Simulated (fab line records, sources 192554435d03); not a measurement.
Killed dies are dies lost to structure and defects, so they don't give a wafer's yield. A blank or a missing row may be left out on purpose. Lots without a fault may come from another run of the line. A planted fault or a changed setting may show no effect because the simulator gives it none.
Split-lot experiment | flow n5_finfet | 7 lots, 21 wafers read, on a route of 1938 steps

THE SPLIT
At N5_HKMG_FIN_COAT_43 (resist thk 90 nm), the setting spin_rpm was moved away from the recipe's 1500 rpm on 8 of the 21 wafers read, by -6.1% to +11.2%. The other wafers ran this setting at the recipe's value.

FROM THE SPLIT TO THE READING: what the file shows between them, 2 steps
- N5_HKMG_FIN_EBR_45
- N5_HKMG_FIN_SOFTBAKE_44: time 60 s

THE READING
CAR-ArF_of_HKMG_FIN_COAT_43.thk_nm (the simulator's own value, which no gauge read), in nm, at N5_HKMG_FIN_DESCUM_53 (chemistry O2, time 7.9 s). The file gives no usual value for it. The 13 wafers here that ran the recipe average 83.7 nm, standard deviation 0.31 nm.

wafer  | tool, chamber at the split | spin_rpm as run, rpm | against the recipe | CAR-ArF_of_HKMG_FIN_COAT_43.thk_nm, nm | against lot-mates on the recipe
L075.1 | litho_track-02, 0          | 1500                 | recipe             | 83.4                                   | -
L075.2 | litho_track-02, 0          | 1408                 | -6.1%              | 86.2                                   | +2.8
L075.6 | litho_track-02, 0          | 1408                 | -6.1%              | 86.6                                   | +3.2
L076.2 | litho_track-02, 0          | 1500                 | recipe             | 83.4                                   | -
L076.4 | litho_track-02, 0          | 1668                 | +11.2%             | 79                                     | -4.7
L076.5 | litho_track-02, 0          | 1500                 | recipe             | 84                                     | -
L079.1 | litho_track-02, 0          | 1500                 | recipe             | 84                                     | -
L079.6 | litho_track-02, 0          | 1500                 | recipe             | 84                                     | -
L079.3 | litho_track-02, 0          | 1500                 | recipe             | 84.2                                   | -
L081.2 | litho_track-02, 0          | 1660                 | +10.7%             | 79.4                                   | -4.0
L081.5 | litho_track-02, 0          | 1660                 | +10.7%             | 79.4                                   | -4.0
L081.3 | litho_track-02, 0          | 1500                 | recipe             | 83.4                                   | -
L088.3 | litho_track-05, 0          | 1598                 | +6.5%              | 80.6                                   | -3.0
L088.6 | litho_track-05, 0          | 1598                 | +6.5%              | 80.6                                   | -3.0
L088.5 | litho_track-05, 0          | 1500                 | recipe             | 83.6                                   | -
L089.1 | litho_track-05, 0          | 1500                 | recipe             | 83.2                                   | -
L089.4 | litho_track-05, 0          | 1573                 | +4.9%              | 81.6                                   | -1.8
L089.6 | litho_track-05, 0          | 1500                 | recipe             | 83.6                                   | -
L093.1 | litho_track-05, 0          | 1500                 | recipe             | 84                                     | -
L093.3 | litho_track-05, 0          | 1500                 | recipe             | 84                                     | -
L093.4 | litho_track-05, 0          | 1500                 | recipe             | 83.8                                   | -

THE FIT
A straight line over all 21 wafers: CAR-ArF_of_HKMG_FIN_COAT_43.thk_nm changes by -0.427 nm for each +1% of spin_rpm; r = -0.99; the points scatter about the line by 0.3 nm.
The same after taking each lot's own level away (the mean of its wafers on the recipe; 21 wafers): -0.42 nm for each +1%; r = -0.99; scatter 0.26 nm.
On that fit, the largest move of spin_rpm shifts the reading by 4.7 nm.
The lots' own levels span 83.40 to 84.07 nm, that is 2.2 times the standard deviation above.
So the lot-to-lot level changes the slope little: the two slopes agree.
Check: with one of the wafers moved furthest among these (+11.2%) left out of the fit, the line predicts -4.61 nm for it against its lot-mates. It came out at -4.7 nm against them.

OTHER SPLITS ON THESE WAFERS
These wafers also went through other splits before the reading. Each is held against what the fit with the lots' levels taken away leaves over:
other split on the same wafers     | wafers away from the commonest value | r with CAR-ArF_of_HKMG_FIN_COAT_43.thk_nm (lot level and that fit taken away)
N5_DUMMY_GATE_ETCH_37 source_w     | 6                                    | -0.13
N5_SD_EPI_N_ETCH_35 time_s         | 3                                    | +0.01
N5_SD_EPI_N_ETCH_16 target_depth_a | 7                                    | -0.08

THE WHOLE CHAIN: every reading that the file lists as answering this split, in the file's order
step                  | what it does             | reading                                                                             | change (the file's fit)               | r (the file's)
N5_HKMG_FIN_COAT_43   | resist thk 90 nm         | CAR-ArF_of_HKMG_FIN_COAT_43.thk_nm (the simulator's own value, which no gauge read) | -0.419 nm for each +1% of the setting | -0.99
N5_HKMG_FIN_DESCUM_53 | chemistry O2, time 7.9 s | CAR-ArF_of_HKMG_FIN_COAT_43.thk_nm (the simulator's own value, which no gauge read) | -0.414 nm for each +1% of the setting | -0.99

THE FILE'S OWN FIT
CAR-ArF_of_HKMG_FIN_COAT_43.thk_nm changes by -0.414 nm for each +1% of spin_rpm, r = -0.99.
